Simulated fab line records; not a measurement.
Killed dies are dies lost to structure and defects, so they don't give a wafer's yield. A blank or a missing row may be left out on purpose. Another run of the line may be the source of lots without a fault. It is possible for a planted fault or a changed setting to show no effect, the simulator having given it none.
Which of the tools did it?	flow n5-finfet	24 lots with 72 wafers sampled at 5 steps, on a route of 1938 steps

WHAT THE GAUGES SHOWED, per wafer
N5_BEOL_M2_INSPECT_59: inspects for defects (darkfield). Usual: raw-defect-count 74, standard deviation 23.
lot	measured	on	raw-defect-count	flag
L075	day 7 02:10	defect-inspect-01	91 85 86	
L074	day 7 03:58	defect-inspect-02	72 49 91	
L076	day 7 08:35	defect-inspect-02	99 84 74	
L077	day 7 16:15	defect-inspect-02	66 84 77	
L078	day 8 18:10	defect-inspect-02	92 59 88	
L080	day 8 19:14	defect-inspect-02	52 107 95	
L079	day 8 20:16	defect-inspect-02	72 43 119	
L082	day 8 23:01	defect-inspect-02	47 49 56	
L081	day 8 23:43	defect-inspect-02	64 48 69	
L083	day 9 06:40	defect-inspect-02	99 38 62	
L084	day 9 06:47	defect-inspect-01	97 78 55	
L085	day 9 09:46	defect-inspect-02	49 43 71	
L086	day 10 01:13	defect-inspect-02	95 70 99	
L087	day 10 06:32	defect-inspect-01	107 55 108	
L088	day 10 09:52	defect-inspect-02	73 44 63	
L089	day 11 02:45	defect-inspect-01	96 107 96	
L090	day 11 06:47	defect-inspect-02	78 79 96	
L091	day 11 09:59	defect-inspect-02	112 77 85	
L092	day 11 12:52	defect-inspect-02	69 83 77	
L093	day 11 20:45	defect-inspect-01	72 74 73	
L094	day 12 00:28	defect-inspect-01	55 95 102	
L095	day 12 07:47	defect-inspect-01	70 60 58	
L096	day 12 13:20	defect-inspect-01	78 53 49	
L097	day 12 20:05	defect-inspect-02	95 50 63	

N5_BEOL_M3_THK_MEAS_01. Usual: M3_ILD_THK typically reads 79.0 nm, with standard deviation 0.96.
lot	measured	on	M3_ILD_THK (nm)	flag
L075	day 7 02:16	film-metro-02	78.2 78.5 80.0	
L074	day 7 04:04	film-metro-02	78.4 78.1 80.1	
L076	day 7 08:43	film-metro-01	79.5 80.5 79.7	
L077	day 7 16:22	film-metro-01	78.6 79.7 80.1	
L078	day 8 18:16	film-metro-02	78.6 78.2 79.6	
L080	day 8 19:21	film-metro-02	78.8 78.9 79.7	
L079	day 8 20:22	film-metro-01	77.8 77.1 79.6	
L082	day 8 23:08	film-metro-02	79.8 78.9 79.1	
L081	day 8 23:51	film-metro-02	78.8 79.1 79.0	
L083	day 9 06:46	film-metro-02	78.3 79.2 80.8	
L084	day 9 06:53	film-metro-02	77.8 78.9 78.9	
L085	day 9 09:52	film-metro-01	78.2 78.6 80.7	
L086	day 10 01:21	film-metro-01	79.7 79.7 79.7	
L087	day 10 06:38	film-metro-02	79.3 79.6 80.6	
L088	day 10 09:58	film-metro-01	77.5 79.5 79.4	
L089	day 11 02:51	film-metro-01	79.3 78.7 80.3	
L090	day 11 06:53	film-metro-01	77.5 78.2 79.5	
L091	day 11 10:06	film-metro-01	77.1 76.1 79.6	
L092	day 11 12:58	film-metro-01	79.0 78.6 79.8	
L093	day 11 20:51	film-metro-02	77.9 79.2 79.5	
L094	day 12 00:34	film-metro-02	78.7 80.3 79.8	
L095	day 12 07:53	film-metro-02	78.3 78.1 79.8	
L096	day 12 13:26	film-metro-02	78.2 77.4 78.8	
L097	day 12 20:11	film-metro-01	77.5 80.5 79.6	

N5_BEOL_M3_OCD_MEAS_38. Usual: trench-depth-nm 55.8 nm, standard deviation 1.1.
lot	measured	on	trench-depth-nm (nm)	flag
L075	day 7 07:35	ocd-01	56.9 55.2 54.7	
L074	day 7 11:37	ocd-02	57.3 54.6 55.8	
L076	day 7 15:04	ocd-02	54.2 56.0 55.8	
L077	day 8 07:58	ocd-01	57.6 57.8 57.0	
L078	day 9 02:55	ocd-02	57.0 56.7 58.0	
L080	day 9 05:43	ocd-02	57.3 55.1 55.1	
L079	day 9 02:11	ocd-01	56.8 58.0 56.7	
L082	day 9 09:04	ocd-02	55.9 54.8 55.6	
L081	day 9 09:54	ocd-02	57.5 55.2 55.4	
L083	day 9 13:30	ocd-01	55.3 54.3 55.9	
L084	day 9 14:13	ocd-02	57.1 56.7 54.9	
L085	day 9 21:30	ocd-02	55.6 56.5 55.6	
L086	day 10 12:32	ocd-02	55.5 55.0 54.7	
L087	day 10 20:02	ocd-01	57.0 56.3 56.7	
L088	day 10 23:14	ocd-02	54.3 56.4 53.6	
L089	day 11 06:14	ocd-02	55.8 56.7 55.7	
L090	day 11 11:48	ocd-01	57.0 53.2 56.5	
L091	day 11 19:33	ocd-02	55.4 56.6 56.9	
L092	day 12 00:30	ocd-01	55.3 57.3 55.1	
L093	day 12 20:31	ocd-01	55.7 56.5 53.5	
L094	day 13 01:28	ocd-01	57.0 55.0 55.1	
L095	day 12 14:26	ocd-01	54.6 56.7 54.4	
L096	day 13 01:31	ocd-01	56.2 55.9 58.2	
L097	day 13 01:35	ocd-02	53.2 55.2 55.8	

WHAT TOOL EACH LOT RAN ON (gives the tool, then ch and the chambers of the sampled wafers, and finally the start)
lot	N5_BEOL_M3_ETCH_74	N5_BEOL_M3_ETCH_70
L075	rie-diel-06 ch 0,1,2, day 7 03:06	rie-diel-05 ch 0,3, day 7 07:13
L074	rie-diel-05 ch 1,2, day 7 05:16	rie-diel-05 ch 0,2, day 7 11:16
L076	rie-diel-06 ch 0,1,2, day 7 11:50	rie-diel-03 ch 1,2, day 7 14:42
L077	rie-diel-06 ch 0,2,3, day 7 18:58	rie-diel-05 ch 2,3, day 8 07:35
L078	rie-diel-03 ch 0,2,3, day 8 20:07	rie-diel-05 ch 1,2, day 9 02:34
L080	rie-diel-06 ch 0,2,3, day 8 20:17	rie-diel-06 ch 0,3, day 9 05:22
L079	rie-diel-05 ch 1,3, day 8 22:28	rie-diel-05 ch 1,2,3, day 9 01:50
L082	rie-diel-03 ch 2,3, day 9 02:21	rie-diel-03 ch 1,2,3, day 9 08:43
L081	rie-diel-03 ch 0,1,2, day 9 02:52	rie-diel-05 ch 1,2,3, day 9 09:32
L083	rie-diel-03 ch 0,1, day 9 09:05	rie-diel-06 ch 0,2,3, day 9 13:09
L084	rie-diel-03 ch 1,2,3, day 9 09:19	rie-diel-06 ch 0,1,3, day 9 13:52
L085	rie-diel-05 ch 1,3, day 9 11:16	rie-diel-05 ch 1,3, day 9 21:09
L086	rie-diel-03 ch 1,2,3, day 10 01:59	rie-diel-03 ch 0,1,2, day 10 12:11
L087	rie-diel-05 ch 1,2, day 10 12:50	rie-diel-05 ch 1,2, day 10 19:41
L088	rie-diel-03 ch 0,2, day 10 13:30	rie-diel-03 ch 0,2,3, day 10 22:53
L089	rie-diel-06 ch 0,1,2, day 11 03:58	rie-diel-05 ch 0,1,3, day 11 05:53
L090	rie-diel-06 ch 0,1,3, day 11 09:43	rie-diel-03 ch 0,3, day 11 11:27
L091	rie-diel-05 ch 1,2,3, day 11 12:01	rie-diel-05 ch 0,1,2, day 11 19:12
L092	rie-diel-05 ch 0,1,3, day 11 13:37	rie-diel-06 ch 0,1,3, day 12 00:09
L093	rie-diel-05 ch 0,2,3, day 12 00:46	rie-diel-03 ch 0,1,3, day 12 20:09
L094	rie-diel-05 ch 0,3, day 12 01:41	rie-diel-06 ch 1,2,3, day 13 01:06
L095	rie-diel-03 ch 1,2,3, day 12 09:15	rie-diel-05 ch 2,3, day 12 14:04
L096	rie-diel-06 ch 0,1,2, day 12 14:43	rie-diel-05 ch 1,2,3, day 13 01:10
L097	rie-diel-06 ch 0,1,3, day 12 21:19	rie-diel-03 ch 0,1,2, day 13 01:13
- N5_BEOL_M3_ETCH_74: etches underlayer in N2/H2, target depth 6.5 nm, time 5.2 s.
- N5_BEOL_M3_ETCH_70: etches SOC in N2/H2, target depth 80 nm, overetch 16 nm, time 120 s.

AS READ BY THE TOOLS THEMSELVES (means over the sampled wafers that have a number; for cases with no such wafer, the mark the record gives instead)
N5_BEOL_M3_ETCH_74. Usual: bias-w 150.0 W, standard deviation 0.44; drypump-motor-current-A 5.42 A, standard deviation 0.28; etch-rf-on-time-s 5.17 s, standard deviation 0.1; n2-flow-sccm 200.0 sccm, standard deviation 0.59; oes-product-au 0.67 a.u., standard deviation 0.085; rf-vpp-V 524.5 V, standard deviation 2.1; showerhead-plenum-p-Torr 2.57 Torr, standard deviation 0.063; throttle-valve-pct 17.9 %, standard deviation 0.31.
lot	tool	bias-w (W)	drypump-motor-current-A (A)	etch-rf-on-time-s (s)	n2-flow-sccm (sccm)	oes-product-au (a.u.)	rf-vpp-V (V)	showerhead-plenum-p-Torr (Torr)	throttle-valve-pct (%)	flag
L075	rie-diel-06	149.9	5.48	5.20	200.0	0.63	524.3	2.62	18.1	
L074	rie-diel-05	150.1	5.62	5.06	200.4	0.66	523.9	2.57	17.8	
L076	rie-diel-06	150.1	5.47	5.18	200.3	0.62	525.8	2.61	18.1	
L077	rie-diel-06	149.9	5.45	5.14	200.3	0.64	524.0	2.59	18.2	
L078	rie-diel-03	150.0	5.47	5.31	200.0	0.59	524.7	2.55	17.9	
L080	rie-diel-06	149.7	5.43	5.16	199.6	0.62	524.4	2.59	18.2	
L079	rie-diel-05	149.6	5.36	5.11	200.5	0.67	522.6	2.52	17.8	
L082	rie-diel-03	150.1	5.19	5.22	199.6	0.59	524.5	2.59	18.2	
L081	rie-diel-03	150.2	5.50	5.30	200.2	0.63	525.2	2.56	17.7	
L083	rie-diel-03	150.4	5.72	5.28	199.5	0.63	524.9	2.56	17.6	
L084	rie-diel-03	149.9	5.25	5.24	199.6	0.62	525.4	2.60	18.0	
L085	rie-diel-05	149.8	5.38	5.14	199.8	0.68	524.1	2.52	17.8	
L086	rie-diel-03	150.2	5.23	5.19	200.5	0.62	526.2	2.60	18.0	
L087	rie-diel-05	149.7	5.55	5.11	200.5	0.77	522.9	2.52	17.5	
L088	rie-diel-03	149.8	5.72	5.26	200.0	0.59	522.7	2.51	17.8	
L089	rie-diel-06	149.9	5.49	5.12	200.2	0.67	526.3	2.60	18.0	
L090	rie-diel-06	149.9	5.28	5.17	199.8	0.66	525.5	2.60	17.9	
L091	rie-diel-05	150.1	5.49	5.11	200.0	0.71	523.5	2.53	17.7	
L092	rie-diel-05	150.0	5.26	5.15	199.4	0.73	522.7	2.54	17.8	
L093	rie-diel-05	149.5	5.35	5.13	199.4	0.73	523.9	2.58	17.9	
L094	rie-diel-05	150.2	5.20	5.17	200.2	0.67	523.7	2.55	18.0	
L095	rie-diel-03	149.7	5.23	5.22	200.1	0.77	524.6	2.59	17.7	
L096	rie-diel-06	150.1	5.50	5.18	200.3	0.66	525.3	2.60	18.0	
L097	rie-diel-06	150.0	5.30	5.11	200.2	0.66	523.7	2.60	17.9	

N5_BEOL_M3_ETCH_70. Usual: bias-w 150.0 W, standard deviation 0.43; drypump-motor-current-A 5.42 A, standard deviation 0.27; n2-flow-sccm 200.0 sccm, standard deviation 0.59; oes-product-au 0.62 a.u., standard deviation 0.079; rf-vpp-V 524.4 V, standard deviation 1.9; showerhead-plenum-p-Torr 2.57 Torr, standard deviation 0.061; throttle-valve-pct 17.80 %, standard deviation 0.29.
lot	tool	bias-w (W)	drypump-motor-current-A (A)	n2-flow-sccm (sccm)	oes-product-au (a.u.)	rf-vpp-V (V)	showerhead-plenum-p-Torr (Torr)	throttle-valve-pct (%)	flag
L075	rie-diel-05	150.1	5.13	200.0	0.54	525.3	2.60	18.16	
L074	rie-diel-05	149.7	5.46	200.1	0.53	526.4	2.62	18.08	
L076	rie-diel-03	150.1	5.29	199.5	0.60	525.7	2.62	17.72	
L077	rie-diel-05	150.5	5.58	200.4	0.69	525.6	2.58	17.71	
L078	rie-diel-05	149.9	5.63	200.4	0.71	523.6	2.56	17.55	
L080	rie-diel-06	149.5	5.25	200.1	0.55	524.1	2.58	18.00	
L079	rie-diel-05	149.8	5.49	199.9	0.66	524.0	2.54	17.63	
L082	rie-diel-03	149.9	5.22	199.4	0.55	525.6	2.60	17.96	
L081	rie-diel-05	149.5	5.48	200.1	0.66	524.0	2.54	17.65	
L083	rie-diel-06	149.7	5.43	199.9	0.56	524.2	2.59	18.12	
L084	rie-diel-06	150.1	5.28	199.8	0.61	525.1	2.61	17.81	
L085	rie-diel-05	150.2	5.37	199.8	0.59	523.3	2.52	17.77	
L086	rie-diel-03	149.7	5.49	200.3	0.56	525.2	2.56	17.74	
L087	rie-diel-05	149.8	5.61	199.7	0.69	524.7	2.56	17.56	
L088	rie-diel-03	150.1	5.45	200.2	0.60	523.9	2.54	17.81	
L089	rie-diel-05	150.2	5.27	200.3	0.65	523.1	2.54	17.74	
L090	rie-diel-03	149.6	5.42	200.3	0.66	524.0	2.58	17.70	
L091	rie-diel-05	149.6	5.41	200.2	0.69	523.5	2.56	17.64	
L092	rie-diel-06	150.1	5.29	199.6	0.59	525.4	2.60	17.85	
L093	rie-diel-03	149.8	5.46	200.4	0.61	524.5	2.59	17.66	
L094	rie-diel-06	149.6	5.55	199.8	0.59	524.6	2.56	18.05	
L095	rie-diel-05	150.5	5.45	199.9	0.59	524.4	2.54	17.89	
L096	rie-diel-05	150.0	5.48	199.5	0.62	523.7	2.53	17.69	
L097	rie-diel-03	150.0	5.50	199.3	0.62	524.3	2.55	17.63	

THE ANSWER, worked out from the rows above alone
Rule: a lot counts as off when the mean over its wafers that have a number is more than 3 standard deviations away from the usual mean. A lot without any number at a reading at which 4 lots or more have one is off too. All remaining lots with rows at the step are treated as sound. First the gauges in route order, then the tools' own readings, where a lot's mean is used as printed above. The first step at which some lot is off is used, and at that step the reading that is off furthest; a lot without a number counts as furthest.
No lot is off on any of the readings shown, so nothing can be concluded from this.

WHAT HAD BEEN PUT IN BY THE SIMULATOR
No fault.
